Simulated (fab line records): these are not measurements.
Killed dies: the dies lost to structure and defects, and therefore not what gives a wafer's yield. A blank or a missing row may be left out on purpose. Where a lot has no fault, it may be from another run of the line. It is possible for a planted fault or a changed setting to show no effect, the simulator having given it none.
Split-lot trial | flow n5 finfet | 21 wafers read from 7 lots, route of 1938 steps

## SPLIT DETAILS
At N5_BEOL_M7_EXPOSE_08 (exposes mask M7), the setting dose mj was moved away from the recipe's 68.25 on 7 of the 21 wafers read, by -4.5% to +6.6%. All remaining wafers had this setting at the recipe value.

## FROM THE SPLIT TO THE READING: what the file shows between them, 15 steps
- N5_BEOL_M7_PEB_09: peb time 60 s
- N5_BEOL_M7_DEVELOP_10: develop time 30 s
- N5_BEOL_M7_CD_MEAS_11: target cd 38.5 nm
- N5_BEOL_M7_DESCUM_16: chemistry O2, time 7.9 s
- N5_BEOL_M7_ETCH_61: etches SiARC in CF4, target depth 45.5 nm, time 75.8 s
- N5_BEOL_M7_ETCH_62: etches SOC in N2/H2, target depth 110 nm, overetch 22 nm, time 165 s
- N5_BEOL_M7_STRIP_68: strips in N2/H2
- N5_BEOL_M7_STRIP_67: strips in CF4
- N5_BEOL_M7_HM_OPEN_17: chemistry Cl2/BCl3, target TiN, target depth 20 nm, overetch 6 nm
- N5_BEOL_M7_STRIP_19: strips in O2
- N5_BEOL_M7_CD_MEAS_18: pitch 80 nm, target cd 40 nm
- N5_BEOL_M7_COAT_63: time 60 s, resist thk 60 nm
- N5_BEOL_M7_COAT_64: time 60 s, resist thk 12 nm
- N5_BEOL_M7_PRECLEAN_42: cleans in residue remover, time 60 s
- N5_BEOL_M7_SRD_43: time 30 s

## THE READING
cd nm, in nm, at N5_BEOL_M7_CD_MEAS_35 (target cd 40 nm). A value of 39.9 nm with a standard deviation of 0.46 nm is what fault-free wafers of this fab line usually give.

wafer  | tool, chamber at the split | dose mj as run | against the recipe | cd nm, nm | against lot-mates on the recipe
L077.3 | arfi scanner-01, 0         | 65.46          | -4.1%              | 38.0      | -1.7
L077.4 | arfi scanner-01, 0         | 65.46          | -4.1%              | 37.6      | -2.1
L077.5 | arfi scanner-01, 0         | 68.25          | recipe             | 39.7      | -
L079.3 | arfi scanner-01, 0         | 68.25          | recipe             | 40.1      | -
L079.5 | arfi scanner-01, 0         | 72.75          | +6.6%              | 43.1      | +2.8
L079.6 | arfi scanner-01, 0         | 68.25          | recipe             | 40.6      | -
L082.4 | arfi scanner-02, 0         | 68.25          | recipe             | 39.5      | -
L082.5 | arfi scanner-02, 0         | 68.25          | recipe             | 39.5      | -
L082.6 | arfi scanner-02, 0         | 68.25          | recipe             | 39.3      | -
L091.3 | arfi scanner-03, 0         | 68.25          | recipe             | 40.2      | -
L091.4 | arfi scanner-03, 0         | 69.7           | +2.1%              | 41.6      | +1.4
L091.5 | arfi scanner-03, 0         | 69.7           | +2.1%              | 41.0      | +0.8
L093.1 | arfi scanner-01, 0         | 68.25          | recipe             | 39.3      | -
L093.2 | arfi scanner-01, 0         | 68.25          | recipe             | 38.8      | -
L093.4 | arfi scanner-01, 0         | 68.25          | recipe             | 39.7      | -
L095.2 | arfi scanner-02, 0         | 68.25          | recipe             | 39.9      | -
L095.5 | arfi scanner-02, 0         | 68.25          | recipe             | 39.9      | -
L095.6 | arfi scanner-02, 0         | 68.25          | recipe             | 40.0      | -
L094.2 | arfi scanner-03, 0         | 65.19          | -4.5%              | 38.8      | -1.6
L094.4 | arfi scanner-03, 0         | 65.19          | -4.5%              | 38.2      | -2.2
L094.6 | arfi scanner-03, 0         | 68.25          | recipe             | 40.4      | -

THE FIT
A straight line over all 21 wafers: cd nm changes by +0.45 nm for each +1% of dose mj; r = +0.91; the points scatter about the line by 0.51 nm.
The same after taking each lot's own level away (the mean of its wafers on the recipe; 21 wafers): +0.439 nm for each +1%; r = +0.98; scatter 0.24 nm.
According to that fit, moving dose mj by its largest amount changes the reading by 2.9 nm.
Measured against the standard deviation above, the lots' own levels, which go from 39.27 to 40.40 nm, span 2.5 times it.
The two slopes agree, so the slope changes little with the lot-to-lot level.
Check: with one of the wafers moved furthest among these (+6.6%) left out of the fit, the line predicts +3.02 nm for it against its lot-mates. It came out at +2.75 nm against them.

## THE WHOLE CHAIN: every reading that the file lists as answering this split, in the file's order
step                  | what it does                                                         | reading                                                               | change (the file's fit)               | r (the file's)
N5_BEOL_M7_CD_MEAS_11 | target cd 38.5 nm                                                    | cd nm                                                                 | +0.422 nm for each +1% of the setting | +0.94
N5_BEOL_M7_ETCH_61    | etches SiARC in CF4, target depth 45.5 nm, time 75.8 s               | BEOL_M7.cd offset nm (the simulator's own value, which no gauge read) | +0.415 nm for each +1% of the setting | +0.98
N5_BEOL_M7_ETCH_62    | etches SOC in N2/H2, target depth 110 nm, overetch 22 nm, time 165 s | BEOL_M7.cd offset nm (the simulator's own value, which no gauge read) | +0.42 nm for each +1% of the setting  | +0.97
N5_BEOL_M7_HM_OPEN_17 | chemistry Cl2/BCl3, target TiN, target depth 20 nm, overetch 6 nm    | BEOL_M7.cd offset nm (the simulator's own value, which no gauge read) | +0.404 nm for each +1% of the setting | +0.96
N5_BEOL_M7_CD_MEAS_18 | pitch 80 nm, target cd 40 nm                                         | cd nm                                                                 | +0.375 nm for each +1% of the setting | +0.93
N5_BEOL_M7_CD_MEAS_35 | target cd 40 nm                                                      | cd nm                                                                 | +0.44 nm for each +1% of the setting  | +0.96

## THE FILE'S OWN FIT
cd nm changes by +0.44 nm for each +1% of dose mj, r = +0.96.
